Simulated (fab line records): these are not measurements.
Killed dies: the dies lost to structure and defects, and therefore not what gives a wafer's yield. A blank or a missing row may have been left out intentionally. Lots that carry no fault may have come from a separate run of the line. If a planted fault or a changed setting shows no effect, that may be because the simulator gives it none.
fab line records	flow n5Finfet	part 1 of 2: steps 1 to 20 of 31
record lots=5	wafers=15	lastDay=18
route steps=1938 shown SD_EPI_N@294 SD_EPI_P@295
lots that met no fault: taken from a fault-free run of the same line
startH: the number of hours between the record's first day and the start of the first shown wafer of the lot	waitH: time in hours since the lot's previous step	" unchanged from the row above	L1.1+2: several wafers, shown together as one row	- value missing, or start not given	* or withheld: withheld	< > ~ a bound
route shown NAME@n: a module of which the file shows steps, and the number in the route of the first	usual: mean and standard deviation over wafers with no fault	same: alike in all rows	chamber/n: place in a boat	sites: readings site by site	_std_site: standard deviation of those values	_edge_site: outer sites' mean less inner sites'	radiusMm: how far each site lies from the wafer's centre	mask NAME#n: copy n	behind: the last tool/chamber to shape the wafer	hold: cause of the lot's hold/its duration in hours/its outcome	device: transistor that didn't switch, given as n, p or np	end of line: tests of these same wafers at the route's end	a step without rows: its recipe alone	killed: dies that structure and defects cost at the first sort, which is not the same as the wafer's yield	map: shows each die of a wafer: x if killed, . if not, _ if none is there
set.NAME: setting as actually run; set.NAME@STEP: the setting as run at that earlier step	model.NAME: the simulator's own value behind a step, which no gauge read
lots at selected steps of the route; one table per step, one row per wafer
services: when a tool's chamber went out of use (startH, in hours from the record's first day, below 0 if earlier), for how many hours, and the reason
## steps
# step N5_SD_EPI_N_INSPECT_26
# recipe inspectInstrument=darkfield	mode=postEpi
# usual rawDefectCount=202/42
lot.wafer	tool	chamber	startH	waitH	rawDefectCount
L082.2	defectInspect-01	-	110.97	0.2	215
L082.3	"	-	"	"	199
L082.4	"	-	"	"	189
L088.3	defectInspect-02	-	136.63	0.1	228
L088.4	"	-	"	"	220
L088.6	"	-	"	"	232
L092.2	defectInspect-01	-	163.69	0.1	168
L092.3	"	-	"	"	187
L092.5	"	-	"	"	170
L094.3	defectInspect-02	-	175.81	0.1	220
L094.4	"	-	"	"	252
L094.6	"	-	"	"	202
L097.2	defectInspect-01	-	194.44	0.2	150
L097.4	"	-	"	"	149
L097.6	"	-	"	"	152
# step N5_SD_EPI_P_COAT_34
# recipe resist=SOC	tempC=250	timeS=60	spinRpm=1500	resistThkNm=350
# usual plateTempC=250.03/0.19
lot.wafer	tool	chamber	startH	waitH	plateTempC
L082.2	lithoTrack-03	0	111.00	0.0	250.08
L082.3	"	0	"	"	249.88
L082.4	"	0	"	"	249.80
L088.3	lithoTrack-04	0	136.66	0.0	250.16
L088.4	"	0	"	"	250.10
L088.6	"	0	"	"	250.02
L092.2	lithoTrack-03	0	163.72	0.0	249.85
L092.3	"	0	"	"	249.76
L092.5	"	0	"	"	249.91
L094.3	lithoTrack-03	0	175.84	0.0	250.40
L094.4	"	0	"	"	250.50
L094.6	"	0	"	"	250.37
L097.2	lithoTrack-02	0	194.47	0.0	249.80
L097.4	"	0	"	"	250.01
L097.6	"	0	"	"	249.95
# step N5_SD_EPI_P_COAT_35
# recipe resist=SiARC	tempC=220	timeS=60	spinRpm=1500	resistThkNm=35
# usual plateTempC=220.04/0.16
lot.wafer	tool	chamber	startH	waitH	plateTempC
L082.2	lithoTrack-03	0	-	-	220.14
L082.3	"	0	"	"	220.17
L082.4	"	0	"	"	220.09
L088.3	lithoTrack-04	0	-	-	220.24
L088.4	"	0	"	"	220.08
L088.6	"	0	"	"	220.00
L092.2	lithoTrack-03	0	-	-	219.70
L092.3	"	0	"	"	220.20
L092.5	"	0	"	"	220.18
L094.3	lithoTrack-03	0	-	-	220.21
L094.4	"	0	"	"	220.04
L094.6	"	0	"	"	220.12
L097.2	lithoTrack-02	0	-	-	220.08
L097.4	"	0	"	"	219.99
L097.6	"	0	"	"	220.05
# step N5_SD_EPI_P_COAT_03
# recipe resist=CAR-ArF-block	spinRpm=1500	resistThkNm=150
lot.wafer	tool	chamber	startH	waitH
L082.2+3+4	lithoTrack-03	0	-	-
L088.3+4+6	lithoTrack-04	0	-	-
L092.2+3+5	lithoTrack-03	0	-	-
L094.3+4+6	lithoTrack-03	0	-	-
L097.2+4+6	lithoTrack-02	0	-	-
# step N5_SD_EPI_P_EBR_05
# recipe solvent=PGMEA	ebrWidthMm=1.5
lot.wafer	tool	chamber	startH	waitH
L082.2+3+4	lithoTrack-03	0	-	-
L088.3+4+6	lithoTrack-04	0	-	-
L092.2+3+5	lithoTrack-03	0	-	-
L094.3+4+6	lithoTrack-03	0	-	-
L097.2+4+6	lithoTrack-02	0	-	-
# step N5_SD_EPI_P_SOFTBAKE_04
# recipe tempC=110	timeS=60	resist=CAR-ArF-block
# usual plateTempC=109.98/0.14
lot.wafer	tool	chamber	startH	waitH	plateTempC
L082.2	lithoTrack-03	0	-	-	109.80
L082.3	"	0	"	"	109.92
L082.4	"	0	"	"	109.92
L088.3	lithoTrack-04	0	-	-	110.08
L088.4	"	0	"	"	109.92
L088.6	"	0	"	"	110.05
L092.2	lithoTrack-03	0	-	-	110.09
L092.3	"	0	"	"	110.28
L092.5	"	0	"	"	109.95
L094.3	lithoTrack-03	0	-	-	109.97
L094.4	"	0	"	"	109.98
L094.6	"	0	"	"	110.10
L097.2	lithoTrack-02	0	-	-	109.96
L097.4	"	0	"	"	110.16
L097.6	"	0	"	"	110.09
# step N5_SD_EPI_P_EXPOSE_06
# recipe maskId=SD_P_BLK	na=1.35	sourceShape=conventional	sigmaOuter=0.8	polarization=unpolarized	targetCdNm=240	doseMj=39.5
lot.wafer	tool	chamber	startH	waitH	mask
L082.2+3+4	arfiScanner-02	0	111.25	-	SD_P_BLK#0
L088.3+4+6	arfiScanner-03	0	136.79	-	SD_P_BLK#0
L092.2+3+5	arfiScanner-03	0	163.85	-	SD_P_BLK#0
L094.3+4+6	arfiScanner-03	0	175.97	-	SD_P_BLK#0
L097.2+4+6	arfiScanner-02	0	194.72	-	SD_P_BLK#0
# step N5_SD_EPI_P_PEB_07
# recipe pebTempC=110	pebTimeS=60	resist=CAR-ArF-block
# usual plateTempC=110.01/0.14
lot.wafer	tool	chamber	startH	waitH	plateTempC
L082.2	lithoTrack-02	0	111.30	0.0	110.19
L082.3	"	0	"	"	110.00
L082.4	"	0	"	"	109.87
L088.3	lithoTrack-02	0	136.84	0.0	110.10
L088.4	"	0	"	"	109.98
L088.6	"	0	"	"	109.97
L092.2	lithoTrack-03	0	163.90	0.0	110.06
L092.3	"	0	"	"	110.16
L092.5	"	0	"	"	110.22
L094.3	lithoTrack-02	0	176.01	0.0	109.76
L094.4	"	0	"	"	109.85
L094.6	"	0	"	"	109.72
L097.2	lithoTrack-02	0	194.78	0.0	110.12
L097.4	"	0	"	"	109.93
L097.6	"	0	"	"	110.14
# step N5_SD_EPI_P_DEVELOP_08
# recipe developTimeS=30	developer=TMAH	resist=CAR-ArF-block	devTempC=23	rinseLiquid=diw	dry=airSpin
# same developTimeS=30
lot.wafer	tool	chamber	startH	waitH
L082.2+3+4	lithoTrack-02	0	-	-
L088.3+4+6	lithoTrack-02	0	-	-
L092.2+3+5	lithoTrack-03	0	-	-
L094.3+4+6	lithoTrack-02	0	-	-
L097.2+4+6	lithoTrack-02	0	-	-
# step N5_SD_EPI_P_CD_MEAS_09
# recipe targetCdNm=240	landingEnergyEv=500	detector=seInlens
# usual cdNm=240.4/0.94
lot.wafer	tool	chamber	startH	waitH	cdNm
L082.2	cdSem-03	0	111.37	-	241.9
L082.3	"	0	"	"	241.1
L082.4	"	0	"	"	242.9
L088.3	cdSem-01	0	136.91	-	239.1
L088.4	"	0	"	"	241.6
L088.6	"	0	"	"	240.6
L092.2	cdSem-03	0	163.97	-	238.6
L092.3	"	0	"	"	239.5
L092.5	"	0	"	"	238.9
L094.3	cdSem-03	0	176.08	-	239.4
L094.4	"	0	"	"	242.0
L094.6	"	0	"	"	240.2
L097.2	cdSem-03	0	194.84	-	241.0
L097.4	"	0	"	"	241.0
L097.6	"	0	"	"	240.5
# step N5_SD_EPI_P_OVL_MEAS_10
# recipe pointsPerWafer=44
# usual SD_P_BLK_OVL=0.1/0.72
lot.wafer	tool	chamber	startH	waitH	SD_P_BLK_OVL[nm]
L082.2	overlay-01	0	111.40	0.0	-0.5
L082.3	"	0	"	"	0.6
L082.4	"	0	"	"	-0.6
L088.3	overlay-01	0	136.93	0.0	-0.5
L088.4	"	0	"	"	-0.2
L088.6	"	0	"	"	-0.2
L092.2	overlay-02	0	164.00	0.0	-0.8
L092.3	"	0	"	"	-0.4
L092.5	"	0	"	"	1.3
L094.3	overlay-02	0	176.11	0.0	0.1
L094.4	"	0	"	"	1.0
L094.6	"	0	"	"	1.1
L097.2	overlay-01	0	194.87	0.0	0.9
L097.4	"	0	"	"	0.3
L097.6	"	0	"	"	0.4
# step N5_SD_EPI_P_INSPECT_11
# recipe mode=adi	inspectInstrument=macro
# usual rawDefectCount=2.2/1.4
lot.wafer	tool	chamber	startH	waitH	rawDefectCount
L082.2	defectInspect-01	-	111.42	0.0	2
L082.3	"	-	"	"	2
L082.4	"	-	"	"	3
L088.3	defectInspect-02	-	136.96	0.0	2
L088.4	"	-	"	"	2
L088.6	"	-	"	"	4
L092.2	defectInspect-02	-	164.02	0.0	2
L092.3	"	-	"	"	2
L092.5	"	-	"	"	0
L094.3	defectInspect-02	-	176.13	0.0	0
L094.4	"	-	"	"	3
L094.6	"	-	"	"	2
L097.2	defectInspect-01	-	194.90	0.0	3
L097.4	"	-	"	"	2
L097.6	"	-	"	"	6
# step N5_SD_EPI_P_DESCUM_14
# recipe chemistry=O2	timeS=7.9	sourcePowerW=50	biasPowerW=20	pressureMtorr=20	rfFrequencyHz=2.712e+07	tempC=40	resist=CAR-ArF-block	o2FlowSccm=225
# usual drypumpMotorCurrentA=5.7/0.4	oesProductAu=0.75/0.055	rfVppV=242.9/1.2	showerheadPlenumPTorr=2.09/0.07	throttleValvePct=20.6/0.3
lot.wafer	tool	chamber	startH	waitH	drypumpMotorCurrentA	oesProductAu	rfHoursCounterH	rfVppV	showerheadPlenumPTorr	throttleValvePct
L082.2	rieDiel-02	2	111.45	0.0	5.9	0.77	128	243.1	2.09	20.4
L082.3	"	1	"	"	5.6	0.78	132	242.9	2.01	20.7
L082.4	"	3	"	"	5.3	0.84	62	244.5	2.14	20.3
L088.3	rieDiel-01	0	136.99	0.0	6.4	0.73	158	242.7	2.10	20.3
L088.4	"	0	"	"	6.4	0.73	-	242.5	2.10	20.3
L088.6	"	2	"	"	6.1	0.76	-	244.6	2.19	20.1
L092.2	rieDiel-01	1	164.05	0.0	5.3	0.76	150	241.8	1.98	20.4
L092.3	"	2	"	"	6.1	0.75	150	244.0	2.18	20.1
L092.5	"	2	"	"	6.1	0.75	-	245.1	2.18	20.1
L094.3	rieDiel-01	0	176.65	0.5	6.4	0.73	171	243.6	2.10	20.3
L094.4	"	3	"	"	6.1	0.72	196	242.0	2.01	21.1
L094.6	"	3	"	"	6.1	0.72	-	241.2	2.01	21.1
L097.2	rieDiel-03	2	194.93	0.0	5.8	1.03	0	243.3	2.06	20.6
L097.4	"	3	"	"	5.2	0.75	152	241.5	2.00	20.5
L097.6	"	0	"	"	5.4	0.73	-	242.5	2.19	20.9
# step N5_SD_EPI_P_ETCH_36
# recipe chemistry=CF4	target=SiARC	targetDepthA=455	maskMaterial=CAR-ArF-block	timeS=75.8	ionEnergyEv=80	pressureMtorr=40	sourceW=545	biasW=36	Ar_flow_sccm=100	cf4FlowSccm=100	ends=cleared
# usual cf4FlowSccm=100.0/0.31	drypumpMotorCurrentA=5.7/0.4	etchRfOnTimeS=76.3/2.2	mfcArSccm=100.0/0.31	oesProductAu=0.64/0.047	rfVppV=184.0/1	showerheadPlenumPTorr=2.13/0.066	throttleValvePct=15.74/0.27
lot.wafer	tool	chamber	startH	waitH	cf4FlowSccm	drypumpMotorCurrentA	etchRfOnTimeS	mfcArSccm	oesProductAu	rfHoursCounterH	rfVppV	showerheadPlenumPTorr	throttleValvePct
L082.2	rieDiel-02	2	111.49	0.0	100.5	5.9	79.6	99.9	0.64	128	184.8	2.15	15.66
L082.3	"	1	"	"	100.0	5.6	76.7	99.6	0.66	132	182.8	2.05	15.78
L082.4	"	3	"	"	99.9	5.3	75.9	100.0	0.72	62	183.8	2.19	15.48
L088.3	rieDiel-01	0	137.03	0.0	100.6	6.4	75.5	99.4	0.65	158	183.0	2.12	15.37
L088.4	"	0	"	"	100.0	6.4	75.7	99.9	0.65	-	183.4	2.12	15.35
L088.6	"	2	"	"	100.1	6.1	76.9	100.2	0.64	-	185.7	2.22	15.40
L092.2	rieDiel-01	1	164.09	0.0	100.1	5.3	78.1	99.5	0.64	150	183.2	2.04	15.70
L092.3	"	2	"	"	100.0	6.1	77.9	100.6	0.63	150	185.9	2.22	15.41
L092.5	"	2	"	"	99.7	6.1	76.7	99.9	0.64	-	184.3	2.22	15.41
L094.3	rieDiel-01	0	176.68	0.0	99.9	6.4	75.5	99.6	0.64	171	184.5	2.12	15.40
L094.4	"	3	"	"	100.4	6.1	70.8	99.8	0.63	196	182.8	2.04	16.10
L094.6	"	3	"	"	100.2	6.1	71.1	99.5	0.64	-	183.0	2.04	16.09
L097.2	rieDiel-03	2	194.96	0.0	99.6	5.9	72.2	100.2	0.88	0	184.0	2.10	15.67
L097.4	"	3	"	"	100.1	5.2	79.0	100.2	0.63	152	183.2	2.06	15.80
L097.6	"	0	"	"	100.2	5.4	77.0	99.9	0.62	-	185.0	2.22	16.03
# step N5_SD_EPI_P_ETCH_37
# recipe chemistry=N2/H2	target=SOC	overetchA=1080	maskMaterial=SiARC	tempC=40	ionEnergyEv=100	sourceW=3000	biasW=133	pressureMtorr=20	timeS=486	n2FlowSccm=200	h2FlowSccm=200	ends=endPoint
# usual drypumpMotorCurrentA=5.7/0.4	oesProductAu=0.68/0.046	rfVppV=240.6/1.3	showerheadPlenumPTorr=2.52/0.082	throttleValvePct=23.9/0.44
lot.wafer	tool	chamber	startH	waitH	drypumpMotorCurrentA	oesProductAu	rfHoursCounterH	rfVppV	showerheadPlenumPTorr	throttleValvePct
L082.2	rieDiel-02	2	111.55	0.0	5.9	0.69	128	240.7	2.54	23.6
L082.3	"	1	"	"	5.6	0.70	132	238.8	2.44	24.0
L082.4	"	3	"	"	5.3	0.76	62	240.7	2.56	23.3
L088.3	rieDiel-01	0	137.08	0.0	6.4	0.67	158	239.4	2.52	23.4
L088.4	"	0	"	"	6.4	0.68	-	241.5	2.52	23.4
L088.6	"	2	"	"	6.1	0.68	-	243.0	2.65	23.4
L092.2	rieDiel-01	1	164.14	0.0	5.3	0.68	150	240.8	2.43	24.2
L092.3	"	2	"	"	6.1	0.67	150	242.9	2.65	23.4
L092.5	"	2	"	"	6.1	0.68	-	241.7	2.65	23.4
L094.3	rieDiel-01	0	176.74	0.0	6.4	0.66	171	240.7	2.51	23.4
L094.4	"	3	"	"	6.1	0.64	196	238.8	2.41	24.5
L094.6	"	3	"	"	6.1	0.64	-	237.4	2.41	24.4
L097.2	rieDiel-03	2	195.02	0.0	5.9	0.90	1	240.3	2.48	24.1
L097.4	"	3	"	"	5.2	0.67	152	238.8	2.42	23.9
L097.6	"	0	"	"	5.4	0.67	-	241.6	2.65	24.1
# step N5_SD_EPI_P_STRIP_38
# recipe chemistry=N2/H2	tempC=40	n2FlowSccm=200	h2FlowSccm=200	rfFrequencyHz=6e+07
lot.wafer	tool	chamber	startH	waitH
L082.2+3+4	rieDiel-02	2,1,3	111.86	0.2
L088.3+4+6	rieDiel-01	0,0,2	137.40	0.2
L092.2+3+5	rieDiel-01	1,2,2	164.46	0.2
L094.3+4+6	rieDiel-01	0,3,3	177.05	0.2
L097.2+4+6	rieDiel-03	2,3,0	195.34	0.2
# step N5_SD_EPI_P_ETCHBACK_46
# recipe chemistry=CH3F/O2	mode=anisotropicEtchback	target=SiNx	targetDepthA=175	stopOn=SiO2	overEtchFrac=0.3	ionEnergyEv=120	pressureMtorr=30	sourceW=395	biasW=73	Ar_flow_sccm=150	CH3F_flow_sccm=30	O2_flow_sccm=20
# usual CH3F_flow_sccm=30.00/0.095	drypumpMotorCurrentA=5.7/0.4	mfcArSccm=150.0/0.47	oesProductAu=0.65/0.044	rfVppV=297/6.8	showerheadPlenumPTorr=1.99/0.064	throttleValvePct=16.46/0.26
lot.wafer	tool	chamber	startH	waitH	CH3F_flow_sccm	drypumpMotorCurrentA	mfcArSccm	oesProductAu	rfHoursCounterH	rfVppV	showerheadPlenumPTorr	throttleValvePct
L082.2	rieDiel-02	2	111.87	0.0	30.07	5.9	150.7	0.66	128	297	2.02	16.44
L082.3	"	1	"	"	29.87	5.6	150.0	0.68	132	290	1.93	16.62
L082.4	"	3	"	"	30.13	5.3	150.1	0.72	62	303	2.03	16.16
L088.3	rieDiel-01	0	137.41	0.0	30.07	6.4	150.8	0.65	158	307	1.99	16.13
L088.4	"	0	"	"	29.96	6.4	150.0	0.65	-	308	1.99	16.16
L088.6	"	2	"	"	29.90	6.1	150.0	0.65	-	298	2.07	16.07
L092.2	rieDiel-01	1	164.47	0.0	30.09	5.3	150.2	0.65	151	310	1.90	16.43
L092.3	"	2	"	"	30.08	6.0	149.9	0.65	150	298	2.07	16.08
L092.5	"	2	"	"	30.17	6.1	150.2	0.64	-	298	2.07	16.09
L094.3	rieDiel-01	0	177.06	0.0	29.98	6.4	149.8	0.64	171	307	1.98	16.14
L094.4	"	3	"	"	30.00	6.1	150.1	0.61	197	290	1.90	16.82
L094.6	"	3	"	"	29.99	6.1	151.1	0.61	-	288	1.90	16.83
L097.2	rieDiel-03	2	195.35	0.0	29.97	5.8	148.9	0.86	1	290	1.93	16.23
L097.4	"	3	"	"	29.86	5.2	149.2	0.64	152	284	1.92	16.49
L097.6	"	0	"	"	30.08	5.4	150.0	0.63	-	303	2.06	16.65
# step N5_SD_EPI_P_ETCH_47
# recipe chemistry=CH3F/O2	target=SiOCN	targetDepthA=250	maskMaterial=SOC	ionEnergyEv=60	biasW=29	pressureMtorr=30	sourceW=410	Ar_flow_sccm=150	CH3F_flow_sccm=30	O2_flow_sccm=20
# usual CH3F_flow_sccm=30.00/0.096	drypumpMotorCurrentA=5.7/0.4	mfcArSccm=150.0/0.43	oesProductAu=0.75/0.055	rfVppV=127.3/2.8	showerheadPlenumPTorr=1.99/0.064	throttleValvePct=16.44/0.26
lot.wafer	tool	chamber	startH	waitH	CH3F_flow_sccm	drypumpMotorCurrentA	mfcArSccm	oesProductAu	rfHoursCounterH	rfVppV	showerheadPlenumPTorr	throttleValvePct
L082.2	rieDiel-02	2	111.97	0.1	30.03	5.9	150.0	0.75	128	126.3	2.02	16.43
L082.3	"	1	"	"	30.11	5.6	150.1	0.78	132	124.8	1.93	16.59
L082.4	"	3	"	"	29.89	5.4	151.2	0.84	62	128.6	2.03	16.14
L088.3	rieDiel-01	0	137.51	0.1	30.10	6.4	150.0	0.76	158	130.1	1.99	16.12
L088.4	"	0	"	"	29.97	6.4	149.9	0.75	-	130.8	1.99	16.12
L088.6	"	2	"	"	30.17	6.1	150.1	0.75	-	127.1	2.07	16.04
L092.2	rieDiel-01	1	164.57	0.1	29.99	5.3	149.8	0.76	151	132.1	1.90	16.42
L092.3	"	2	"	"	30.01	6.1	149.4	0.73	150	127.5	2.07	16.05
L092.5	"	2	"	"	30.00	6.1	150.2	0.74	-	128.2	2.07	16.05
L094.3	rieDiel-01	0	177.16	0.1	30.07	6.4	149.8	0.73	171	132.2	1.98	16.12
L094.4	"	3	"	"	29.99	6.1	149.0	0.72	197	124.3	1.90	16.80
L094.6	"	3	"	"	30.12	6.1	149.5	0.72	-	123.3	1.90	16.79
L097.2	rieDiel-03	2	195.45	0.1	30.03	5.9	149.6	1.01	1	127.3	1.93	16.20
L097.4	"	3	"	"	30.06	5.2	150.5	0.74	152	122.0	1.92	16.48
L097.6	"	0	"	"	30.05	5.4	149.0	0.73	-	129.2	2.06	16.64
# step N5_SD_EPI_P_ETCH_16
# recipe chemistry=CHF3/O2	target=SiO2	targetDepthA=50	maskMaterial=SOC	pressureMtorr=30	sourceW=650	biasW=170	Ar_flow_sccm=200	CHF3_flow_sccm=50	O2_flow_sccm=5	ionEnergyEv=200
# usual drypumpMotorCurrentA=5.7/0.4	mfcArSccm=200.0/0.59	oesProductAu=0.75/0.055	rfVppV=523/12	showerheadPlenumPTorr=2.39/0.073	throttleValvePct=19.00/0.27
lot.wafer	tool	chamber	startH	waitH	drypumpMotorCurrentA	mfcArSccm	oesProductAu	rfHoursCounterH	rfVppV	showerheadPlenumPTorr	throttleValvePct
L082.2	rieDiel-02	2	112.07	0.1	5.9	199.7	0.76	128	521	2.43	18.97
L082.3	"	1	"	"	5.6	200.2	0.79	132	511	2.33	19.20
L082.4	"	3	"	"	5.3	199.7	0.85	62	532	2.45	18.75
L088.3	rieDiel-01	0	137.61	0.1	6.4	199.7	0.75	158	541	2.39	18.67
L088.4	"	0	"	"	6.4	200.1	0.76	-	540	2.39	18.67
L088.6	"	2	"	"	6.1	200.1	0.75	-	526	2.49	18.58
L092.2	rieDiel-01	1	164.67	0.1	5.3	200.2	0.75	151	544	2.29	18.95
L092.3	"	2	"	"	6.1	200.5	0.74	150	527	2.49	18.59
L092.5	"	2	"	"	6.1	200.4	0.74	-	527	2.49	18.59
L094.3	rieDiel-01	0	177.26	0.1	6.4	199.9	0.75	171	540	2.39	18.68
L094.4	"	3	"	"	6.1	200.3	0.72	197	509	2.29	19.38
L094.6	"	3	"	"	6.1	200.2	0.74	-	510	2.29	19.37
L097.2	rieDiel-03	2	195.55	0.1	5.9	199.9	1.03	1	513	2.33	18.86
L097.4	"	3	"	"	5.2	200.7	0.74	152	502	2.32	19.07
L097.6	"	0	"	"	5.4	200.1	0.73	-	531	2.48	19.17
# step N5_SD_EPI_P_STRIP_50
# recipe chemistry=CHF3/O2	resist=SiARC	rfFrequencyHz=6e+07
lot.wafer	tool	chamber	startH	waitH
L082.2+3+4	rieDiel-02	2,1,3	112.11	0.0
L088.3+4+6	rieDiel-01	0,0,2	137.65	0.0
L092.2+3+5	rieDiel-01	1,2,2	164.71	0.0
L094.3+4+6	rieDiel-01	0,3,3	177.30	0.0
L097.2+4+6	rieDiel-03	2,3,0	195.59	0.0
